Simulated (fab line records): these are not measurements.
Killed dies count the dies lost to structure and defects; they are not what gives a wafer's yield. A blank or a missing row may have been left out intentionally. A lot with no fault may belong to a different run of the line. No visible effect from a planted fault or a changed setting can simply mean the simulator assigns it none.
The tool behind it: which one? / flow n5Finfet / 11 lots with 33 wafers sampled at 5 steps, on a route of 1938 steps

## WHAT EACH GAUGE READ, for each wafer
N5_BEOL_M4_RC_MEAS_101. Usual: DIBL_N 36.7 mV/V, standard deviation 1.8; DIBL_P 37.0 mV/V, standard deviation 2.4; IOFF_N 0.17 nA/um, standard deviation 0.036; IOFF_P 0.22 nA/um, standard deviation 0.042; ION_N 673 uA/um, standard deviation 12; ION_P 462 uA/um, standard deviation 8.5; SS_N 71.7 mV/dec, standard deviation 0.62; SS_P 73.4 mV/dec, standard deviation 0.65; VT_N 250 mV, standard deviation 3.7; VT_P -250 mV, standard deviation 3.7.
lot=L893; measured=day 8 22:50; on=prober-01; DIBL_N (mV/V)=38.0 36.5 37.5; DIBL_P (mV/V)=39.7 37.5 39.1; IOFF_N (nA/um)=0.19 0.16 0.18; IOFF_P (nA/um)=0.24 0.20 0.23; ION_N (uA/um)=682 676 678; ION_P (uA/um)=462 460 458; SS_N (mV/dec)=72.3 71.0 71.5; SS_P (mV/dec)=73.6 73.5 74.0; VT_N (mV)=247 250 248; VT_P (mV)=-250 -252 -251; flag=
lot=L894; measured=day 8 20:34; on=prober-02; DIBL_N (mV/V)=38.5 38.2 37.8; DIBL_P (mV/V)=39.0 39.0 37.4; IOFF_N (nA/um)=0.19 0.21 0.19; IOFF_P (nA/um)=0.25 0.24 0.22; ION_N (uA/um)=671 675 667; ION_P (uA/um)=461 460 457; SS_N (mV/dec)=71.5 71.9 72.0; SS_P (mV/dec)=73.3 74.6 73.4; VT_N (mV)=250 245 250; VT_P (mV)=-250 -250 -249; flag=
lot=L895; measured=day 9 03:59; on=prober-02; DIBL_N (mV/V)=36.8 36.4 38.0; DIBL_P (mV/V)=37.0 36.0 38.4; IOFF_N (nA/um)=0.15 0.14 0.18; IOFF_P (nA/um)=0.20 0.18 0.21; ION_N (uA/um)=660 666 667; ION_P (uA/um)=460 460 457; SS_N (mV/dec)=72.2 71.8 72.5; SS_P (mV/dec)=73.1 73.5 73.6; VT_N (mV)=252 253 251; VT_P (mV)=-253 -255 -253; flag=
lot=L900; measured=day 10 08:27; on=prober-02; DIBL_N (mV/V)=36.2 33.3 37.4; DIBL_P (mV/V)=37.7 33.2 38.6; IOFF_N (nA/um)=0.16 0.12 0.18; IOFF_P (nA/um)=0.22 0.17 0.25; ION_N (uA/um)=675 663 677; ION_P (uA/um)=471 460 468; SS_N (mV/dec)=71.6 71.1 72.3; SS_P (mV/dec)=73.5 72.6 73.3; VT_N (mV)=249 254 248; VT_P (mV)=-246 -251 -248; flag=
lot=L899; measured=day 10 17:13; on=prober-01; DIBL_N (mV/V)=35.5 36.9 39.9; DIBL_P (mV/V)=35.9 37.3 40.9; IOFF_N (nA/um)=0.15 0.17 0.24; IOFF_P (nA/um)=0.21 0.22 0.27; ION_N (uA/um)=669 669 687; ION_P (uA/um)=461 460 463; SS_N (mV/dec)=71.5 72.1 73.2; SS_P (mV/dec)=72.5 73.8 74.7; VT_N (mV)=248 250 244; VT_P (mV)=-252 -252 -250; flag=
lot=L901; measured=day 10 17:46; on=prober-02; DIBL_N (mV/V)=41.1 38.2 37.5; DIBL_P (mV/V)=41.2 38.3 37.9; IOFF_N (nA/um)=0.24 0.18 0.17; IOFF_P (nA/um)=0.27 0.20 0.21; ION_N (uA/um)=692 672 670; ION_P (uA/um)=467 456 451; SS_N (mV/dec)=72.5 72.0 71.7; SS_P (mV/dec)=73.7 73.1 73.3; VT_N (mV)=244 248 247; VT_P (mV)=-251 -255 -251; flag=
lot=L903; measured=day 10 23:26; on=prober-01; DIBL_N (mV/V)=36.1 34.9 35.9; DIBL_P (mV/V)=37.0 35.6 35.9; IOFF_N (nA/um)=0.14 0.12 0.13; IOFF_P (nA/um)=0.20 0.18 0.19; ION_N (uA/um)=658 649 659; ION_P (uA/um)=454 449 455; SS_N (mV/dec)=70.6 71.2 71.2; SS_P (mV/dec)=73.7 73.3 73.3; VT_N (mV)=254 256 251; VT_P (mV)=-250 -251 -254; flag=
lot=L909; measured=day 12 08:33; on=prober-02; DIBL_N (mV/V)=34.4 36.2 34.7; DIBL_P (mV/V)=35.6 37.1 35.4; IOFF_N (nA/um)=0.13 0.15 0.13; IOFF_P (nA/um)=0.18 0.22 0.18; ION_N (uA/um)=669 677 654; ION_P (uA/um)=461 474 457; SS_N (mV/dec)=69.5 71.6 71.0; SS_P (mV/dec)=72.7 73.1 73.0; VT_N (mV)=251 249 251; VT_P (mV)=-253 -247 -251; flag=
lot=L910; measured=day 12 18:59; on=prober-02; DIBL_N (mV/V)=39.3 40.1 37.9; DIBL_P (mV/V)=41.1 41.8 40.0; IOFF_N (nA/um)=0.23 0.24 0.21; IOFF_P (nA/um)=0.29 0.32 0.28; ION_N (uA/um)=690 694 692; ION_P (uA/um)=478 473 478; SS_N (mV/dec)=71.9 72.3 72.5; SS_P (mV/dec)=73.8 74.4 74.2; VT_N (mV)=243 243 243; VT_P (mV)=-244 -242 -242; flag=
lot=L911; measured=day 12 23:07; on=prober-02; DIBL_N (mV/V)=38.5 36.2 35.7; DIBL_P (mV/V)=35.5 32.7 33.9; IOFF_N (nA/um)=0.19 0.14 0.16; IOFF_P (nA/um)=0.22 0.17 0.20; ION_N (uA/um)=677 662 686; ION_P (uA/um)=463 453 471; SS_N (mV/dec)=73.4 71.1 71.4; SS_P (mV/dec)=73.6 72.6 72.8; VT_N (mV)=249 253 250; VT_P (mV)=-246 -251 -249; flag=
lot=L913; measured=day 13 12:33; on=prober-01; DIBL_N (mV/V)=35.7 36.7 32.1; DIBL_P (mV/V)=34.9 36.2 30.0; IOFF_N (nA/um)=0.15 0.17 0.10; IOFF_P (nA/um)=0.19 0.22 0.14; ION_N (uA/um)=678 686 662; ION_P (uA/um)=461 464 456; SS_N (mV/dec)=71.4 71.0 70.7; SS_P (mV/dec)=73.1 73.8 72.4; VT_N (mV)=251 250 256; VT_P (mV)=-249 -249 -255; flag=

## TOOL THAT RAN EACH LOT (tool first, then ch and the chambers of the sampled wafers, then the start)
lot=L893; N5_BEOL_M2_SPUTTER_86=pvdSputter-01, day 7 07:38; N5_BEOL_M2_ANNEAL_87=pvdSputter-01, day 7 07:43; N5_BEOL_M2_ANNEAL_91=pvdSputter-01, day 7 08:09; N5_BEOL_M2_SPUTTER_92=pvdSputter-01, day 7 08:17
lot=L894; N5_BEOL_M2_SPUTTER_86=pvdSputter-03, day 7 10:23; N5_BEOL_M2_ANNEAL_87=pvdSputter-03, day 7 10:28; N5_BEOL_M2_ANNEAL_91=pvdSputter-03, day 7 10:54; N5_BEOL_M2_SPUTTER_92=pvdSputter-03, day 7 11:02
lot=L895; N5_BEOL_M2_SPUTTER_86=pvdSputter-02, day 7 16:48; N5_BEOL_M2_ANNEAL_87=pvdSputter-02, day 7 16:53; N5_BEOL_M2_ANNEAL_91=pvdSputter-02, day 7 17:19; N5_BEOL_M2_SPUTTER_92=pvdSputter-02, day 7 17:28
lot=L900; N5_BEOL_M2_SPUTTER_86=pvdSputter-01, day 8 21:23; N5_BEOL_M2_ANNEAL_87=pvdSputter-01, day 8 21:28; N5_BEOL_M2_ANNEAL_91=pvdSputter-01, day 8 21:55; N5_BEOL_M2_SPUTTER_92=pvdSputter-01, day 8 22:03
lot=L899; N5_BEOL_M2_SPUTTER_86=pvdSputter-01, day 9 04:17; N5_BEOL_M2_ANNEAL_87=pvdSputter-01, day 9 04:22; N5_BEOL_M2_ANNEAL_91=pvdSputter-01, day 9 04:49; N5_BEOL_M2_SPUTTER_92=pvdSputter-01, day 9 04:57
lot=L901; N5_BEOL_M2_SPUTTER_86=pvdSputter-01, day 9 06:08; N5_BEOL_M2_ANNEAL_87=pvdSputter-01, day 9 06:13; N5_BEOL_M2_ANNEAL_91=pvdSputter-01, day 9 06:39; N5_BEOL_M2_SPUTTER_92=pvdSputter-01, day 9 06:47
lot=L903; N5_BEOL_M2_SPUTTER_86=pvdSputter-01, day 9 09:34; N5_BEOL_M2_ANNEAL_87=pvdSputter-01, day 9 09:39; N5_BEOL_M2_ANNEAL_91=pvdSputter-01, day 9 10:05; N5_BEOL_M2_SPUTTER_92=pvdSputter-01, day 9 10:14
lot=L909; N5_BEOL_M2_SPUTTER_86=pvdSputter-01, day 11 01:31; N5_BEOL_M2_ANNEAL_87=pvdSputter-01, day 11 01:35; N5_BEOL_M2_ANNEAL_91=pvdSputter-01, day 11 02:02; N5_BEOL_M2_SPUTTER_92=pvdSputter-01, day 11 02:10
lot=L910; N5_BEOL_M2_SPUTTER_86=pvdSputter-01, day 11 09:09; N5_BEOL_M2_ANNEAL_87=pvdSputter-01, day 11 09:14; N5_BEOL_M2_ANNEAL_91=pvdSputter-01, day 11 09:40; N5_BEOL_M2_SPUTTER_92=pvdSputter-01, day 11 09:49
lot=L911; N5_BEOL_M2_SPUTTER_86=pvdSputter-03, day 11 16:44; N5_BEOL_M2_ANNEAL_87=pvdSputter-03, day 11 16:49; N5_BEOL_M2_ANNEAL_91=pvdSputter-03, day 11 17:15; N5_BEOL_M2_SPUTTER_92=pvdSputter-03, day 11 17:23
lot=L913; N5_BEOL_M2_SPUTTER_86=pvdSputter-02, day 11 23:26; N5_BEOL_M2_ANNEAL_87=pvdSputter-02, day 11 23:31; N5_BEOL_M2_ANNEAL_91=pvdSputter-02, day 11 23:57; N5_BEOL_M2_SPUTTER_92=pvdSputter-02, day 12 00:05
- N5_BEOL_M2_SPUTTER_86: material Cu, target thk 4.5 nm, time 8.29 s.
- N5_BEOL_M2_ANNEAL_87: time 240 s.
- N5_BEOL_M2_ANNEAL_91: time 240 s.
- N5_BEOL_M2_SPUTTER_92: material Cu, target thk 4.5 nm, time 8.29 s.

## AS READ BY THE TOOLS THEMSELVES (means over the sampled wafers that have a number; for cases with no such wafer, the mark the record gives instead)
N5_BEOL_M2_SPUTTER_86. Usual: chuckSensorTempC -15.9 C, standard deviation 0.47; throttleValvePct 30.1 %, standard deviation 1.1.
lot=L893; tool=pvdSputter-01; chuckSensorTempC (C)=-16.3; throttleValvePct (%)=30.8; flag=
lot=L894; tool=pvdSputter-03; chuckSensorTempC (C)=-16.1; throttleValvePct (%)=30.6; flag=
lot=L895; tool=pvdSputter-02; chuckSensorTempC (C)=-15.2; throttleValvePct (%)=29.0; flag=
lot=L900; tool=pvdSputter-01; chuckSensorTempC (C)=-16.3; throttleValvePct (%)=30.6; flag=
lot=L899; tool=pvdSputter-01; chuckSensorTempC (C)=-16.3; throttleValvePct (%)=30.7; flag=
lot=L901; tool=pvdSputter-01; chuckSensorTempC (C)=-16.2; throttleValvePct (%)=31.0; flag=
lot=L903; tool=pvdSputter-01; chuckSensorTempC (C)=-16.2; throttleValvePct (%)=30.6; flag=
lot=L909; tool=pvdSputter-01; chuckSensorTempC (C)=-16.2; throttleValvePct (%)=30.7; flag=
lot=L910; tool=pvdSputter-01; chuckSensorTempC (C)=-16.3; throttleValvePct (%)=31.2; flag=
lot=L911; tool=pvdSputter-03; chuckSensorTempC (C)=-16.1; throttleValvePct (%)=30.6; flag=
lot=L913; tool=pvdSputter-02; chuckSensorTempC (C)=-15.7; throttleValvePct (%)=29.5; flag=

N5_BEOL_M2_ANNEAL_87. Usual: heaterPowerW 849 W, standard deviation 93; susceptorTempC 400.00 C, standard deviation 0.25.
lot=L893; tool=pvdSputter-01; heaterPowerW (W)=941; susceptorTempC (C)=400.33; flag=
lot=L894; tool=pvdSputter-03; heaterPowerW (W)=796; susceptorTempC (C)=400.11; flag=
lot=L895; tool=pvdSputter-02; heaterPowerW (W)=864; susceptorTempC (C)=400.01; flag=
lot=L900; tool=pvdSputter-01; heaterPowerW (W)=-; susceptorTempC (C)=-; flag=OFF
lot=L899; tool=pvdSputter-01; heaterPowerW (W)=-; susceptorTempC (C)=-; flag=OFF
lot=L901; tool=pvdSputter-01; heaterPowerW (W)=-; susceptorTempC (C)=-; flag=OFF
lot=L903; tool=pvdSputter-01; heaterPowerW (W)=909; susceptorTempC (C)=399.82; flag=
lot=L909; tool=pvdSputter-01; heaterPowerW (W)=913; susceptorTempC (C)=399.80; flag=
lot=L910; tool=pvdSputter-01; heaterPowerW (W)=879; susceptorTempC (C)=399.94; flag=
lot=L911; tool=pvdSputter-03; heaterPowerW (W)=799; susceptorTempC (C)=400.13; flag=
lot=L913; tool=pvdSputter-02; heaterPowerW (W)=759; susceptorTempC (C)=399.99; flag=

N5_BEOL_M2_ANNEAL_91. Usual: heaterPowerW 851 W, standard deviation 94; susceptorTempC 399.99 C, standard deviation 0.25.
lot=L893; tool=pvdSputter-01; heaterPowerW (W)=928; susceptorTempC (C)=400.23; flag=
lot=L894; tool=pvdSputter-03; heaterPowerW (W)=784; susceptorTempC (C)=399.76; flag=
lot=L895; tool=pvdSputter-02; heaterPowerW (W)=865; susceptorTempC (C)=399.81; flag=
lot=L900; tool=pvdSputter-01; heaterPowerW (W)=896; susceptorTempC (C)=400.01; flag=
lot=L899; tool=pvdSputter-01; heaterPowerW (W)=959; susceptorTempC (C)=400.06; flag=
lot=L901; tool=pvdSputter-01; heaterPowerW (W)=865; susceptorTempC (C)=400.26; flag=
lot=L903; tool=pvdSputter-01; heaterPowerW (W)=917; susceptorTempC (C)=400.28; flag=
lot=L909; tool=pvdSputter-01; heaterPowerW (W)=916; susceptorTempC (C)=400.11; flag=
lot=L910; tool=pvdSputter-01; heaterPowerW (W)=897; susceptorTempC (C)=399.93; flag=
lot=L911; tool=pvdSputter-03; heaterPowerW (W)=788; susceptorTempC (C)=400.13; flag=
lot=L913; tool=pvdSputter-02; heaterPowerW (W)=758; susceptorTempC (C)=400.02; flag=

N5_BEOL_M2_SPUTTER_92. Usual: chuckSensorTempC -15.9 C, standard deviation 0.48; throttleValvePct 30.1 %, standard deviation 1.1.
lot=L893; tool=pvdSputter-01; chuckSensorTempC (C)=-16.3; throttleValvePct (%)=30.6; flag=
lot=L894; tool=pvdSputter-03; chuckSensorTempC (C)=-16.1; throttleValvePct (%)=30.5; flag=
lot=L895; tool=pvdSputter-02; chuckSensorTempC (C)=-15.3; throttleValvePct (%)=28.8; flag=
lot=L900; tool=pvdSputter-01; chuckSensorTempC (C)=-16.1; throttleValvePct (%)=30.7; flag=
lot=L899; tool=pvdSputter-01; chuckSensorTempC (C)=-16.2; throttleValvePct (%)=30.8; flag=
lot=L901; tool=pvdSputter-01; chuckSensorTempC (C)=-16.3; throttleValvePct (%)=31.2; flag=
lot=L903; tool=pvdSputter-01; chuckSensorTempC (C)=-16.0; throttleValvePct (%)=30.9; flag=
lot=L909; tool=pvdSputter-01; chuckSensorTempC (C)=-16.3; throttleValvePct (%)=30.6; flag=
lot=L910; tool=pvdSputter-01; chuckSensorTempC (C)=-16.3; throttleValvePct (%)=31.3; flag=
lot=L911; tool=pvdSputter-03; chuckSensorTempC (C)=-16.1; throttleValvePct (%)=30.5; flag=
lot=L913; tool=pvdSputter-02; chuckSensorTempC (C)=-15.6; throttleValvePct (%)=29.4; flag=

## THE ANSWER, worked out from the rows above alone
Rule: take the mean of a lot's wafers that have a number; if it is more than 3 standard deviations from the usual mean, the lot is off. Also off: a lot with no number at a reading for which 4 or more lots have one. Where the step has rows for the other lots, those lots are counted as sound. Order of review: gauges by route order, followed by the tools' own readings, for which a lot's mean as printed above is used. The first step at which some lot is off is used, and at that step the reading that is off furthest; a lot without a number counts as furthest.
Off, at N5_BEOL_M2_ANNEAL_87 on heaterPowerW: L900, L899, L901. Without a number there: L900, L899, L901.
A tool fits if, at that step or a process step before it, it ran every lot that is off, and no sound lot after the first of them. Not one of the candidates tried fits.

## WHAT THE SIMULATOR HAD INSERTED
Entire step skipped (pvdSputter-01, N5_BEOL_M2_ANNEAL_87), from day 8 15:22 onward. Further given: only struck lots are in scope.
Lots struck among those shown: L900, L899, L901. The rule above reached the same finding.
